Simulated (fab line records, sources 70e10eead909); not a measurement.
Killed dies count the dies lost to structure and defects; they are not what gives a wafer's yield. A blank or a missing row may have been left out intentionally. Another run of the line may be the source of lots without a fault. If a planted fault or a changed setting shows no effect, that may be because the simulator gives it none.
Which tool did it? + flow nand_harc + Sampling: 12 lots, 36 wafers, 2 of 1159 route steps

== WHAT EACH GAUGE READ, for each wafer ==
NHARC_P_M0_INSPECT_11.
| lot  | measured     | on                | raw_defect_count |
|------|--------------|-------------------|------------------|
| L075 | day 6 09:23  | defect_inspect-02 | 4 2 7            |
| L078 | day 6 13:56  | defect_inspect-01 | 3 3 5            |
| L079 | day 7 02:27  | defect_inspect-01 | 3 2 7            |
| L081 | day 7 13:19  | defect_inspect-02 | 7 6 7            |
| L083 | day 8 04:13  | defect_inspect-01 | 3 3 0            |
| L085 | day 8 17:24  | defect_inspect-01 | 4 3 3            |
| L088 | day 9 05:41  | defect_inspect-02 | 1 3 4            |
| L089 | day 9 22:18  | defect_inspect-01 | 0 4 3            |
| L090 | day 9 23:31  | defect_inspect-02 | 6 4 4            |
| L092 | day 10 15:28 | defect_inspect-01 | 2 2 2            |
| L095 | day 11 00:39 | defect_inspect-01 | 4 3 0            |
| L097 | day 11 17:02 | defect_inspect-01 | 4 6 8            |

== WHAT TOOL EACH LOT RAN ON (gives the tool, then ch and the chambers of the sampled wafers, and finally the start) ==
| lot  | NHARC_P_CONTACT_ETCH_36                       |
|------|-----------------------------------------------|
| L075 | rie_diel-02 ch 0,1, day 6 09:23 or earlier    |
| L078 | rie_diel-12 ch 0,1,3, day 6 13:56 or earlier  |
| L079 | rie_diel-02 ch 0,2, day 7 02:27 or earlier    |
| L081 | rie_diel-04 ch 2,3, day 7 13:19 or earlier    |
| L083 | rie_diel-04 ch 0,1,3, day 8 04:13 or earlier  |
| L085 | rie_diel-04 ch 1,2, day 8 17:24 or earlier    |
| L088 | rie_diel-12 ch 1,2,3, day 9 05:41 or earlier  |
| L089 | rie_diel-02 ch 0,2,3, day 9 22:18 or earlier  |
| L090 | rie_diel-04 ch 1,3, day 9 23:31 or earlier    |
| L092 | rie_diel-04 ch 1,2,3, day 10 15:28 or earlier |
| L095 | rie_diel-04 ch 1,2, day 11 00:39 or earlier   |
| L097 | rie_diel-04 ch 1,2,3, day 11 17:02 or earlier |
- NHARC_P_CONTACT_ETCH_36: etches the open film in N2/H2, target depth 260 nm, time 406.25 s.

== THE ANSWER, worked out from the rows above alone ==
Rule: the lots themselves supply what counts as usual. The widest of any qualifying gaps counts: lots, ordered by their means at a reading, are off when they make up no more than a third of the lots, leave a main group of 4 or more, and stand apart from it by 3 or more times the standard deviation of that group's means. If all means in a main group match to the digits the tables above print for the reading, that group is not used. A lot without any number at a reading at which 4 lots or more have one is off too. Where the step has rows for the other lots, those lots are counted as sound.
Nothing can be told from this: no lot is off at any reading shown.

== WHAT HAD BEEN PUT IN BY THE SIMULATOR ==
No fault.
